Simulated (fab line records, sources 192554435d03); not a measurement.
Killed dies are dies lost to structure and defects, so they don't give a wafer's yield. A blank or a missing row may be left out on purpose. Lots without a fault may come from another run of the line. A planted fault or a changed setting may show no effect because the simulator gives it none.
fab line records | flow n5_finfet
record lots=7 wafers=39
route steps=1938 shown SD_EPI_P@312 BEOL_M0_SAQP@636 BEOL_M3@950 BEOL_M4@1062 BEOL_M5@1116 BEOL_M11@1536 PAD_METAL@1895
start_h: hours from the record's first day to the start of the lot's first wafer shown | wait_h: hours since the lot's step before | " the same as in the row above | L1.1+2: a row that stands for several wafers | - no value, or no start given | * or withheld: withheld | < > ~ a bound
route shown NAME@n: a module of which the file shows steps, and the number in the route of the first | usual: mean/standard deviation of fault-free wafers | same: alike in all rows | chamber/n: place in a boat | sites: the reading at each site | _std_site: their standard deviation | _edge_site: outer sites' mean less inner sites' | radius_mm: how far each site lies from the wafer's centre | mask NAME#n: copy n | behind: the tool/chamber that last shaped the wafer | hold: why the lot was held/for how many hours/how that ended | device: the transistor (n, p or np) that didn't switch | end of line: the same wafers' tests at the end of the route | a step without rows: its recipe alone | killed: dies lost to structure and defects at the first sort, not the wafer's yield | map: a wafer's dies, x killed, . not, _ none there
set.NAME: the setting as run; set.NAME@STEP: as run at that earlier step | model.NAME: the simulator's own value behind a step, which no gauge read
lots whose settings were changed on purpose; a table a step, a row a wafer
## steps
# step N5_SD_EPI_P_ETCH_16
# recipe chemistry=CHF3/O2 target=SiO2 target_depth_a=50 mask_material=SOC pressure_mtorr=30 source_w=650 bias_w=170 Ar_flow_sccm=200 CHF3_flow_sccm=50 O2_flow_sccm=5 ion_energy_ev=200
# columns lot.wafer tool chamber start_h wait_h set.target_depth_a model.etch.depth_nm
L074.1 rie_diel-01 2 54.27 0.1 50 5.027
L074.2 " 1 " " 62.47 6.065
L074.3 " 0 " " 50 5.016
L074.4 " 3 " " 50 5.032
L074.5 " 0 " " 62.47 6.226
L074.6 " 3 " " 62.47 6.292
L077.2 rie_diel-05 1 72.92 0.1 50 5.047
L077.4 " 0 " " 50 4.963
L077.6 " 1 " " 50 5.064
L079.1 rie_diel-05 1 85.65 0.1 50 5.076
L079.2 " 2 " " 50 5.02
L079.3 " 0 " " 50 4.982
L079.4 " 3 " " 78.36 7.883
L079.5 " 2 " " 78.36 7.917
L079.6 " 1 " " 78.36 7.948
L081.1 rie_diel-06 2 98.18 0.1 50 5.094
L081.2 " 3 " " 50 4.972
L081.3 " 1 " " 50 4.943
L081.4 " 0 " " 50 4.902
L081.5 " 2 " " 50 5.091
L081.6 " 1 " " 50 4.939
L084.1 rie_diel-06 2 119.61 0.1 29.93 3.022
L084.2 " 0 " " 29.93 2.917
L084.3 " 1 " " 50 4.91
L084.4 " 3 " " 50 4.93
L084.5 " 0 " " 29.93 2.892
L084.6 " 1 " " 50 4.904
L085.1 rie_diel-01 1 120.65 0.1 70.24 6.788
L085.2 " 0 " " 50 4.946
L085.3 " 2 " " 70.24 7.044
L085.4 " 3 " " 50 4.984
L085.5 " 2 " " 50 5.027
L085.6 " 1 " " 70.24 6.769
L094.1 rie_diel-01 3 176.17 0.1 50 4.988
L094.2 " 1 " " 50 4.763
L094.3 " 2 " " 50 5.081
L094.4 " 0 " " 50 4.978
L094.5 " 1 " " 50 4.847
L094.6 " 2 " " 50 5.158
# step N5_BEOL_M0_SAQP_PECVD_96
# recipe material=a-Si target_thk_a=450 temp_c=350 precursor=SiH4/He pressure_torr=3 rf_w=100 time_s=45.2
# columns lot.wafer tool chamber start_h wait_h set.time_s model.a-Si_of_BEOL_M0_SAQP_PECVD_96.thk_nm
L074.1 pecvd-04 0 106.70 0.0 45.2 45.6
L074.2+4 " 1 " " 45.2 45.8
L074.3 " 2 " " 68.11 67.4
L074.5 " 0 " " 68.11 69.4
L074.6 " 2 " " 68.11 68.4
L077.2 pecvd-04 2 126.14 0.0 45.2 43.8
L077.4+6 " 0,1 " " 45.2 45.8
L079.1+5 pecvd-02 0,1 140.03 0.0 45.2 45.4
L079.2+6 " 2,0 " " 45.2 45.2
L079.3 " 1 " " 45.2 44.8
L079.4 " 2 " " 45.2 45.8
L081.1 pecvd-01 0 152.61 0.0 24.48 24.2
L081.2 " 1 " " 45.2 44.6
L081.3+5 " 0 " " 45.2 45.4
L081.4 " 1 " " 24.48 24.6
L081.6 " 1 " " 24.48 24.8
L084.1+2 pecvd-01 2,1 172.66 0.0 45.2 44.6
L084.3 " 0 " " 70.29 69.6
L084.4 " 0 " " 70.29 70.4
L084.5 " 1 " " 70.29 69.4
L084.6 " 2 " " 45.2 44.8
L085.1 pecvd-01 1 176.93 0.0 62.22 61
L085.2 " 0 " " 62.22 61.2
L085.3 " 2 " " 45.2 43.8
L085.4 " 0 " " 45.2 45.8
L085.5 " 2 " " 62.22 62.2
L085.6 " 1 " " 45.2 44.6
L094.1 pecvd-04 1 231.27 0.0 58.52 58.4
L094.2 " 2 " " 58.52 58.2
L094.3 " 0 " " 45.2 45.2
L094.4 " 2 " " 58.52 59.2
L094.5 " 1 " " 45.2 45.4
L094.6 " 0 " " 45.2 46
# step N5_BEOL_M3_ETCH_64
# recipe chemistry=N2/H2 target=SOC target_depth_a=750 overetch_a=150 mask_material=SiARC temp_c=40 time_s=112.5 ion_energy_ev=200 pressure_mtorr=30 source_w=840 bias_w=150 n2_flow_sccm=200 h2_flow_sccm=200
# columns lot.wafer tool chamber start_h wait_h set.time_s model.etch.depth_nm model.SiARC_of_BEOL_M3_COAT_62.thk_nm
L074.1 rie_diel-05 3 146.79 0.0 112.5 60.19 6.6
L074.2 " 2 " " 112.5 60.01 6.6
L074.3 " 1 " " 153.4 60.3 4.8
L074.4 " 0 " " 153.4 60.11 4.8
L074.5 " 3 " " 153.4 60.15 4.6
L074.6 " 0 " " 112.5 60.22 6.8
L077.2 rie_diel-06 1 159.98 0.0 112.5 60.14 6.8
L077.4 " 3 " " 112.5 60.3 7
L077.6 " 1 " " 112.5 59.93 7
L079.1 rie_diel-06 0 176.55 0.0 112.5 59.82 7
L079.2 " 3 " " 112.5 59.6 7
L079.3 " 1 " " 112.5 59.73 7
L079.4 " 2 " " 112.5 59.8 6.6
L079.5 " 1 " " 112.5 59.76 7
L079.6 " 2 " " 112.5 59.88 6.6
L081.1 rie_diel-05 0 186.57 0.0 112.5 60.09 7
L081.2 " 2 " " 56.35 45.18 9.4
L081.3 " 3 " " 112.5 59.78 6.8
L081.4 " 1 " " 56.35 46.11 9.4
L081.5 " 3 " " 56.35 45.04 9.4
L081.6 " 0 " " 112.5 59.97 7
L084.1 rie_diel-01 0 205.77 0.0 112.5 60.01 6.8
L084.2 " 2 " " 45.6 38.34 9.8
L084.3 " 3 " " 112.5 60.34 6.6
L084.4 " 1 " " 45.6 34.77 10
L084.5 " 3 " " 45.6 37.11 9.8
L084.6 " 0 " " 112.5 60.1 6.8
L085.1 rie_diel-01 3 208.89 0.0 92.96 59.85 7.8
L085.2 " 0 " " 92.96 59.99 7.8
L085.3 " 1 " " 112.5 59.72 7.2
L085.4 " 2 " " 92.96 59.73 7.6
L085.5 " 1 " " 112.5 60 7.2
L085.6 " 0 " " 112.5 59.81 7
L094.1 rie_diel-05 0 270.06 0.0 135.4 59.97 5.6
L094.2 " 1 " " 135.4 59.99 5.6
L094.3 " 3 " " 135.4 59.9 5.6
L094.4 " 0 " " 112.5 59.72 6.6
L094.5 " 1 " " 112.5 59.78 6.6
L094.6 " 3 " " 112.5 60 6.6
# step N5_BEOL_M3_STRIP_65
# recipe chemistry=N2/H2 temp_c=40 n2_flow_sccm=200 h2_flow_sccm=200 rf_frequency_hz=6e+07
# step N5_BEOL_M3_STRIP_75
# recipe chemistry=N2/H2 temp_c=40 n2_flow_sccm=200 h2_flow_sccm=200 rf_frequency_hz=6e+07
# step N5_BEOL_M3_STRIP_66
# recipe chemistry=CF4 resist=SiARC power_w=300 bias_power_w=75 pressure_mtorr=50 cf4_flow_sccm=150 rf_frequency_hz=6e+07
# step N5_BEOL_M3_HM_OPEN_17
# recipe chemistry=Cl2/BCl3 target_depth_a=200 overetch_a=60 target=TiN mask_material=SOC ion_energy_ev=150 pressure_mtorr=10 icp_w=1000 bias_w=126 Cl2_flow_sccm=53.25 bcl3_flow_sccm=21.75 Ar_flow_sccm=25
# columns lot.wafer tool chamber start_h wait_h set.time_s@BEOL_M3_ETCH_64 model.etch.depth_nm
L074.1 rie_metal-02 1 146.96 0.0 112.5 20.2
L074.2 " 0 " " 112.5 19.99
L074.3 " 1 " " 153.4 15.54
L074.4 " 0 " " 153.4 15.75
L074.5 " 1 " " 153.4 15.89
L074.6 " 0 " " 112.5 19.96
L077.2 rie_metal-01 0 160.15 0.0 112.5 19.89
L077.4 " 1 " " 112.5 20.17
L077.6 " 1 " " 112.5 20.25
L079.1 rie_metal-02 1 176.72 0.0 112.5 20.05
L079.2 " 0 " " 112.5 20.22
L079.3 " 1 " " 112.5 20.44
L079.4 " 0 " " 112.5 19.7
L079.5 " 0 " " 112.5 20.35
L079.6 " 1 " " 112.5 20.04
L081.1 rie_metal-03 0 186.74 0.0 112.5 19.79
L081.2 " 1 " " 56.35 20.11
L081.3 " 0 " " 112.5 19.83
L081.4 " 1 " " 56.35 19.67
L081.5 " 1 " " 56.35 20
L081.6 " 0 " " 112.5 19.82
L084.1 rie_metal-02 0 205.94 0.0 112.5 20.42
L084.2 " 1 " " 45.6 20.18
L084.3 " 0 " " 112.5 20.28
L084.4 " 1 " " 45.6 20.39
L084.5 " 0 " " 45.6 20.33
L084.6 " 1 " " 112.5 20.25
L085.1 rie_metal-01 1 209.06 0.0 92.96 20.07
L085.2 " 0 " " 92.96 19.97
L085.3 " 1 " " 112.5 19.71
L085.4 " 0 " " 92.96 19.8
L085.5 " 1 " " 112.5 20
L085.6 " 0 " " 112.5 20.02
L094.1 rie_metal-01 0 270.23 0.0 135.4 18.27
L094.2 " 1 " " 135.4 18.18
L094.3 " 1 " " 135.4 18.29
L094.4 " 0 " " 112.5 20.65
L094.5 " 0 " " 112.5 20.46
L094.6 " 1 " " 112.5 20.55
# step N5_BEOL_M4_ALD_98
# recipe material=SiO2 target_thk_a=25 temp_c=100 ald_precursor_family=BDEAS ald_co_reactant=O2-plasma pulse_time_s=1 co_reactant_pulse_time_s=1 purge_time_s=2 co_reactant_purge_time_s=2 ald_cycles=17 pressure_torr=2
# columns lot.wafer tool chamber start_h wait_h set.ald_cycles model.SiO2_of_BEOL_M4_ALD_98.thk_nm
L077.2 ald_sin-03 0 173.01 0.9 17 2.6
L077.4+6 " 1 " " 17 2.4
L074.1+5+6 ald_sin-02 1,0,3 173.02 0.4 17 2.4
L074.2+3+4 " 3,0,2 " " 20 3
L079.1 ald_sin-03 1 186.81 0.6 17 2.4
L079.2+3+5 " 2,3,0 " " 20 3
L079.4+6 " 0,3 " " 17 2.6
L081.1+2+3+4+5 ald_sin-01 0,3,1,0,1 202.37 0.1 17 2.4
L081.6 " 3 " " 17 2.6
L084.1+2+4 ald_sin-03 0,1,2 229.16 0.4 17 2.6
L084.3+5+6 " 2,0,1 " " 7 1
L085.1+2+4+5+6 ald_sin-03 2,0,3,1,2 233.82 0.1 17 2.4
L085.3 " 1 " " 17 2.6
L094.1+3+5 ald_sin-01 1,2,2 292.74 0.1 25 3.6
L094.2+6 " 3 " " 17 2.6
L094.4 " 0 " " 17 2.4
# step N5_BEOL_M5_HM_DEP_02
# recipe material=TiN target_thk_a=200 temp_c=25 chamber_pressure_pa=0.49996
# columns lot.wafer tool chamber start_h wait_h set.target_thk_a model.TiN_of_BEOL_M5_HM_DEP_02.thk_nm
L077.2+6 pvd_sputter-02 - 179.75 0.7 200 19.8
L077.4 " - " " 200 20
L074.1+3 pvd_sputter-03 - 180.00 0.3 200 19.8
L074.2+4+5 " - " " 200 20
L074.6 " - " " 200 19.6
L079.1+2+3 pvd_sputter-01 - 202.45 0.0 200 19.8
L079.4+6 " - " " 200 20
L079.5 " - " " 200 20.2
L081.1+2+5+6 pvd_sputter-02 - 212.24 1.2 200 19.8
L081.3+4 " - " " 200 20
L084.1+5 pvd_sputter-02 - 239.33 0.2 200 19.4
L084.2+3+4 " - " " 149.2 14.4
L084.6 " - " " 200 19.6
L085.1+3+5+6 pvd_sputter-02 - 247.89 2.7 200 20
L085.2+4 " - " " 200 20.2
L094.1 pvd_sputter-03 - 301.39 0.7 200 20.2
L094.2+5 " - " " 200 20
L094.3+4+6 " - " " 159.7 16
# step N5_BEOL_M5_COAT_59
# recipe resist=SOC temp_c=250 time_s=60 spin_rpm=1500 resist_thk_nm=60
# step N5_BEOL_M5_COAT_60
# recipe resist=SiARC temp_c=220 time_s=60 spin_rpm=1500 resist_thk_nm=12
# step N5_BEOL_M5_STRIP_73
# recipe chemistry=N2/H2 temp_c=40 n2_flow_sccm=200 h2_flow_sccm=200 rf_frequency_hz=6e+07
# step N5_BEOL_M5_STRIP_64
# recipe chemistry=CF4 resist=SiARC power_w=300 bias_power_w=75 pressure_mtorr=50 cf4_flow_sccm=150 rf_frequency_hz=6e+07
# step N5_BEOL_M5_HM_OPEN_17
# recipe chemistry=Cl2/BCl3 target_depth_a=200 overetch_a=60 target=TiN mask_material=SOC ion_energy_ev=150 pressure_mtorr=10 icp_w=1000 bias_w=126 Cl2_flow_sccm=53.25 bcl3_flow_sccm=21.75 Ar_flow_sccm=25
# columns lot.wafer tool chamber start_h wait_h set.target_thk_a@BEOL_M5_HM_DEP_02 model.etch.depth_nm
L077.2 rie_metal-01 1 180.79 0.0 200 19.88
L077.4 " 1 " " 200 20
L077.6 " 0 " " 200 19.74
L074.1 rie_metal-03 0 180.90 0.0 200 19.77
L074.2 " 1 " " 200 20.01
L074.3 " 0 " " 200 19.8
L074.4 " 1 " " 200 19.94
L074.5 " 0 " " 200 19.92
L074.6 " 1 " " 200 19.63
L079.1 rie_metal-03 1 203.72 0.0 200 19.9
L079.2 " 0 " " 200 19.82
L079.3 " 1 " " 200 19.75
L079.4 " 0 " " 200 20.01
L079.5 " 1 " " 200 20.13
L079.6 " 0 " " 200 19.97
L081.1 rie_metal-01 1 213.22 0.0 200 19.76
L081.2 " 0 " " 200 19.88
L081.3 " 0 " " 200 19.94
L081.4 " 1 " " 200 20
L081.5+6 " 1,0 " " 200 19.86
L084.1 rie_metal-02 0 240.22 0.0 200 19.49
L084.2 " 1 " " 149.2 14.38
L084.3 " 1 " " 149.2 14.5
L084.4 " 0 " " 149.2 14.46
L084.5 " 0 " " 200 19.48
L084.6 " 1 " " 200 19.62
L085.1 rie_metal-01 1 248.78 0.0 200 19.97
L085.2 " 0 " " 200 20.23
L085.3+6 " 0,1 " " 200 20.07
L085.4 " 1 " " 200 20.25
L085.5 " 0 " " 200 19.98
L094.1 rie_metal-01 0 302.42 0.0 200 20.3
L094.2+5 " 1,0 " " 200 20.07
L094.3+4 " 0,1 " " 159.7 16.09
L094.6 " 1 " " 159.7 16.05
# step N5_BEOL_M11_ILD_DEP_00
# recipe material=SiCOH_lowk target_thk_a=3085.1 temp_c=300 precursor=DEMS/porogen pressure_torr=5 rf_w=500 time_s=58
# columns lot.wafer tool chamber start_h wait_h set.target_thk_a model.SiCOH_lowk_of_BEOL_M11_ILD_DEP_00.thk_nm
L074.1 pecvd-01 0 240.24 0.0 3085.1 303.4
L074.2 " 1 " " 3085.1 304.8
L074.3 " 2 " " 3085.1 301.4
L074.4 " 0 " " 3085.1 309.8
L074.5 " 2 " " 3085.1 306.6
L074.6 " 1 " " 3085.1 306.4
L077.2 pecvd-04 0 240.69 0.0 3085.1 307.6
L077.4 " 1 " " 3085.1 310.2
L077.6 " 2 " " 3085.1 308.2
L079.1 pecvd-02 2 257.68 0.0 3085.1 305.8
L079.2 " 1 " " 2571 255.8
L079.3 " 0 " " 3085.1 304.2
L079.4 " 1 " " 2571 261.6
L079.5 " 2 " " 2571 260.4
L079.6 " 0 " " 3085.1 312
L081.1 pecvd-04 2 264.62 0.0 2344 232.4
L081.2 " 0 " " 3085.1 308
L081.3 " 1 " " 3085.1 311.2
L081.4 " 1 " " 2344 237.4
L081.5 " 2 " " 2344 229.4
L081.6 " 0 " " 3085.1 314.4
L084.1 pecvd-01 0 286.30 0.0 3085.1 302.6
L084.2+3 " 1,2 " " 3085.1 301.2
L084.4 " 2 " " 3085.1 306.6
L084.5 " 1 " " 3085.1 305.8
L084.6 " 0 " " 3085.1 308
L085.1 pecvd-04 1 296.44 0.0 3085.1 305
L085.2 " 0 " " 3085.1 302.4
L085.3 " 2 " " 1912 185.6
L085.4 " 1 " " 1912 190
L085.5 " 2 " " 1912 185.8
L085.6 " 0 " " 3085.1 308.6
L094.1 pecvd-01 2 353.83 0.0 3085.1 307
L094.2 " 1 " " 4272 424.4
L094.3 " 0 " " 3085.1 308
L094.4 " 1 " " 3085.1 312
L094.5 " 2 " " 4272 429.2
L094.6 " 0 " " 4272 435.2
# step N5_BEOL_M11_CURE_71
# recipe temp_c=385 time_s=240 ambient=He/Ar material=SiCOH_lowk
# columns lot.wafer tool chamber start_h wait_h set.target_thk_a@BEOL_M11_ILD_DEP_00 model.SiCOH_lowk_of_BEOL_M11_ILD_DEP_00.thk_nm
L074.1 uv_cure-03 2 240.31 0.0 3085.1 263.6
L074.2 " 2 " " 3085.1 264.6
L074.3 " 2 " " 3085.1 261.6
L074.4 " 2 " " 3085.1 269.2
L074.5+6 " 2 " " 3085.1 266.2
L077.2 uv_cure-02 0 240.84 0.1 3085.1 267.2
L077.4 " 0 " " 3085.1 269.6
L077.6 " 0 " " 3085.1 267.8
L079.1 uv_cure-03 2 257.88 0.2 3085.1 265.6
L079.2 " 2 " " 2571 221.4
L079.3 " 2 " " 3085.1 264.2
L079.4 " 2 " " 2571 226.6
L079.5 " 2 " " 2571 225.6
L079.6 " 2 " " 3085.1 271
L081.1 uv_cure-02 2 264.70 0.0 2344 201
L081.2 " 2 " " 3085.1 267.6
L081.3 " 2 " " 3085.1 270.4
L081.4 " 2 " " 2344 205.4
L081.5 " 2 " " 2344 198.4
L081.6 " 2 " " 3085.1 273.2
L084.1 uv_cure-03 0 286.51 0.2 3085.1 262.8
L084.2+3 " 0 " " 3085.1 261.6
L084.4 " 0 " " 3085.1 266.4
L084.5 " 0 " " 3085.1 265.6
L084.6 " 0 " " 3085.1 267.6
L085.1 uv_cure-03 1 296.52 0.0 3085.1 264.8
L085.2 " 1 " " 3085.1 262.6
L085.3 " 1 " " 1912 160
L085.4 " 1 " " 1912 164
L085.5 " 1 " " 1912 160.2
L085.6 " 1 " " 3085.1 268
L094.1 uv_cure-03 1 353.91 0.0 3085.1 266.8
L094.2 " 1 " " 4272 371
L094.3 " 1 " " 3085.1 267.6
L094.4 " 1 " " 3085.1 271
L094.5 " 1 " " 4272 375.4
L094.6 " 1 " " 4272 380.8
# step N5_BEOL_M11_THK_MEAS_01
# recipe reads=SiCOH_lowk_of_BEOL_M11_ILD_DEP_00
# usual M11_ILD_THK=268/3.6
# columns lot.wafer tool chamber start_h wait_h set.target_thk_a@BEOL_M11_ILD_DEP_00 M11_ILD_THK[nm]
L074.1 film_metro-01 - 240.83 0.4 3085.1 263
L074.2 " - " " 3085.1 265
L074.3 " - " " 3085.1 262
L074.4 " - " " 3085.1 269
L074.5 " - " " 3085.1 266
L074.6 " - " " 3085.1 266
L077.2 film_metro-02 - 241.28 0.4 3085.1 267
L077.4 " - " " 3085.1 270
L077.6 " - " " 3085.1 268
L079.1 film_metro-02 - 258.39 0.4 3085.1 266
L079.2 " - " " 2571 221
L079.3 " - " " 3085.1 264
L079.4 " - " " 2571 226
L079.5 " - " " 2571 226
L079.6 " - " " 3085.1 271
L081.1 film_metro-01 - 265.21 0.4 2344 201
L081.2 " - " " 3085.1 268
L081.3 " - " " 3085.1 271
L081.4 " - " " 2344 205
L081.5 " - " " 2344 198
L081.6 " - " " 3085.1 273
L084.1 film_metro-02 - 287.03 0.4 3085.1 263
L084.2 " - " " 3085.1 261
L084.3 " - " " 3085.1 261
L084.4 " - " " 3085.1 266
L084.5 " - " " 3085.1 266
L084.6 " - " " 3085.1 267
L085.1 film_metro-02 - 297.03 0.4 3085.1 265
L085.2 " - " " 3085.1 263
L085.3 " - " " 1912 160
L085.4 " - " " 1912 164
L085.5 " - " " 1912 160
L085.6 " - " " 3085.1 268
L094.1 film_metro-02 - 354.42 0.4 3085.1 267
L094.2 " - " " 4272 371
L094.3 " - " " 3085.1 267
L094.4 " - " " 3085.1 271
L094.5 " - " " 4272 375
L094.6 " - " " 4272 381
# step N5_PASSIVATION_SPUTTER_20
# recipe material=TaN target_thk_a=500 temp_c=25 chamber_pressure_pa=0.4
# columns lot.wafer tool chamber start_h wait_h set.target_thk_a model.TaN_of_PASSIVATION_SPUTTER_20.thk_nm
L074.1 pvd_sputter-03 - 282.20 0.0 266 26.2
L074.2 " - " " 500 49.4
L074.3 " - " " 266 26.4
L074.4 " - " " 500 50
L074.5 " - " " 500 49.8
L074.6 " - " " 266 26.6
L077.2 pvd_sputter-03 - 283.06 0.0 500 50.2
L077.4+6 " - " " 500 50
L079.1+6 pvd_sputter-02 - 306.34 0.0 500 50.6
L079.2 " - " " 500 50.8
L079.3 " - " " 791.3 80.2
L079.4+5 " - " " 791.3 80
L081.1 pvd_sputter-01 - 309.79 0.0 326.6 31.8
L081.2 " - " " 500 48.8
L081.3+4 " - " " 326.6 31.6
L081.5 " - " " 500 48.6
L081.6 " - " " 500 49
L084.1 pvd_sputter-01 - 341.77 0.0 500 49.6
L084.2 " - " " 500 50.2
L084.3+4+5+6 " - " " 500 50
L085.1 pvd_sputter-02 - 346.00 0.0 500 51
L085.2 " - " " 500 50.4
L085.3 " - " " 500 50.8
L085.4+5+6 " - " " 339.2 34.8
L094.1 pvd_sputter-02 - 398.39 0.0 500 50.4
L094.2+4 " - " " 500 50.6
L094.3 " - " " 305.2 31
L094.5 " - " " 305.2 31.6
L094.6 " - " " 305.2 31.4
## key
split step=N5_SD_EPI_P_ETCH_16 setting=target_depth_a stated=50 by=wafer
response step=N5_SD_EPI_P_ETCH_16 reading=model.etch.depth_nm change=+0.0491 per=1% r=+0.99
split step=N5_BEOL_M0_SAQP_PECVD_96 setting=time_s stated=45.2 by=wafer
response step=N5_BEOL_M0_SAQP_PECVD_96 reading=model.a-Si_of_BEOL_M0_SAQP_PECVD_96.thk_nm change=+0.449 per=1% r=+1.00
split step=N5_BEOL_M3_ETCH_64 setting=time_s stated=112.5 by=wafer
response step=N5_BEOL_M3_ETCH_64 reading=model.etch.depth_nm change=+0.263 per=1% r=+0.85
response step=N5_BEOL_M3_ETCH_64 reading=model.SiARC_of_BEOL_M3_COAT_62.thk_nm change=-0.0509 per=1% r=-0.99
response step=N5_BEOL_M3_HM_OPEN_17 reading=model.etch.depth_nm shape=bent at_lowest=20.3 at_stated=20.13 at_highest=15.73
split step=N5_BEOL_M4_ALD_98 setting=ald_cycles stated=17 by=wafer
response step=N5_BEOL_M4_ALD_98 reading=model.SiO2_of_BEOL_M4_ALD_98.thk_nm change=+0.0259 per=1% r=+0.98
split step=N5_BEOL_M5_HM_DEP_02 setting=target_thk_a stated=200 by=wafer
response step=N5_BEOL_M5_HM_DEP_02 reading=model.TiN_of_BEOL_M5_HM_DEP_02.thk_nm change=+0.2 per=1% r=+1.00
response step=N5_BEOL_M5_HM_OPEN_17 reading=model.etch.depth_nm change=+0.201 per=1% r=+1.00
split step=N5_BEOL_M11_ILD_DEP_00 setting=target_thk_a stated=3085.1 by=wafer
response step=N5_BEOL_M11_ILD_DEP_00 reading=model.SiCOH_lowk_of_BEOL_M11_ILD_DEP_00.thk_nm change=+3.12 per=1% r=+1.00
response step=N5_BEOL_M11_CURE_71 reading=model.SiCOH_lowk_of_BEOL_M11_ILD_DEP_00.thk_nm change=+2.76 per=1% r=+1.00
response step=N5_BEOL_M11_THK_MEAS_01 reading=M11_ILD_THK change=+2.76 per=1% r=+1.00
split step=N5_PASSIVATION_SPUTTER_20 setting=target_thk_a stated=500 by=wafer
response step=N5_PASSIVATION_SPUTTER_20 reading=model.TaN_of_PASSIVATION_SPUTTER_20.thk_nm change=+0.499 per=1% r=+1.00
